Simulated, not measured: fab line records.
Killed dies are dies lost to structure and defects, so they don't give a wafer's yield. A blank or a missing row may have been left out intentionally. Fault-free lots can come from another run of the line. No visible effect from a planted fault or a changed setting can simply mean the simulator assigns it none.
Split-lot study -- flow n5_finfet -- 21 wafers read across 7 lots, on a route 1938 steps long

== SPLIT DETAILS ==
At N5_BEOL_M11_COAT_05 (resist thk 90 nm), the setting spin_rpm was moved away from the recipe's 1500 rpm on 9 of the 21 wafers read, by -5.9% to +10.8%. This setting was run at the recipe's value on the other wafers.

== FROM THE SPLIT TO THE READING: what the file shows between them, 4 steps ==
- N5_BEOL_M11_EBR_07
- N5_BEOL_M11_SOFTBAKE_06: time 60 s
- N5_BEOL_M11_EXPOSE_08: exposes mask M11
- N5_BEOL_M11_PEB_09: peb time 60 s

== THE READING ==
CAR-ArF_of_BEOL_M11_COAT_05.thk_nm (the simulator's own value, which no gauge read), in nm, at N5_BEOL_M11_DEVELOP_10 (develop time 30 s). No usual value for it is given in the file. The 12 wafers here that ran the recipe average 88.3 nm, standard deviation 0.35 nm.

wafer,"tool, chamber at the split","spin_rpm as run, rpm",against the recipe,"CAR-ArF_of_BEOL_M11_COAT_05.thk_nm, nm",against lot-mates on the recipe
L075.1,"litho_track-02, 0",1662,+10.8%,83.6,-4.8
L075.2,"litho_track-02, 0",1500,recipe,88.4,-
L075.4,"litho_track-02, 0",1662,+10.8%,84,-4.4
L083.2,"litho_track-05, 0",1412,-5.9%,91,+2.8
L083.5,"litho_track-05, 0",1500,recipe,88.2,-
L083.6,"litho_track-05, 0",1412,-5.9%,91.2,+3.0
L081.1,"litho_track-02, 0",1426,-4.9%,90.6,+2.4
L081.6,"litho_track-02, 0",1426,-4.9%,90.6,+2.4
L081.3,"litho_track-02, 0",1500,recipe,88.2,-
L084.1,"litho_track-05, 0",1500,recipe,88.6,-
L084.2,"litho_track-05, 0",1622,+8.1%,85,-3.5
L084.4,"litho_track-05, 0",1500,recipe,88.4,-
L085.4,"litho_track-02, 0",1500,recipe,88,-
L085.6,"litho_track-02, 0",1500,recipe,88,-
L085.5,"litho_track-02, 0",1500,recipe,87.4,-
L089.3,"litho_track-05, 0",1500,recipe,88.6,-
L089.4,"litho_track-05, 0",1500,recipe,88.6,-
L089.5,"litho_track-05, 0",1500,recipe,88.6,-
L091.1,"litho_track-05, 0",1500,recipe,88.6,-
L091.3,"litho_track-05, 0",1427,-4.9%,90.8,+2.2
L091.5,"litho_track-05, 0",1427,-4.9%,90.6,+2.0

THE FIT
A straight line over all 21 wafers: CAR-ArF_of_BEOL_M11_COAT_05.thk_nm changes by -0.437 nm for each +1% of spin_rpm; r = -0.99; the points scatter about the line by 0.31 nm.
The same after taking each lot's own level away (the mean of its wafers on the recipe; 21 wafers): -0.443 nm for each +1%; r = -1.00; scatter 0.18 nm.
The reading moves by 4.8 nm for the largest change in spin_rpm, on that fit.
The lots' own levels span 87.80 to 88.60 nm, that is 2.3 times the standard deviation above.
So the lot-to-lot level changes the slope little: the two slopes agree.
Check: -4.69 nm against its lot-mates is what the line predicts for one of the wafers moved furthest among these (+10.8%) when that wafer is left out of the fit. It came out at -4.8 nm against them.

== THE OTHER SPLITS THESE WAFERS WENT THROUGH ==
These wafers also went through other splits before the reading. Each is held against what the fit with the lots' levels taken away leaves over:
other split on the same wafers,wafers away from the commonest value,r with CAR-ArF_of_BEOL_M11_COAT_05.thk_nm (lot level and that fit taken away)
N5_BEOL_M10_TRENCH_ETCH_37 source_w,7,-0.17
N5_BEOL_M10_ETCH_41 source_w,12,+0.24
N5_BEOL_M11_PECVD_70 temp_c,8,-0.15

== THE WHOLE CHAIN: every reading that the file lists as answering this split, in the file's order ==
step,what it does,reading,change (the file's fit),r (the file's)
N5_BEOL_M11_COAT_05,resist thk 90 nm,"CAR-ArF_of_BEOL_M11_COAT_05.thk_nm (the simulator's own value, which no gauge read)",-0.429 nm for each +1% of the setting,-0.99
N5_BEOL_M11_DEVELOP_10,develop time 30 s,"CAR-ArF_of_BEOL_M11_COAT_05.thk_nm (the simulator's own value, which no gauge read)",-0.442 nm for each +1% of the setting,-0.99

== THE FILE'S OWN FIT ==
CAR-ArF_of_BEOL_M11_COAT_05.thk_nm changes by -0.442 nm for each +1% of spin_rpm, r = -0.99.
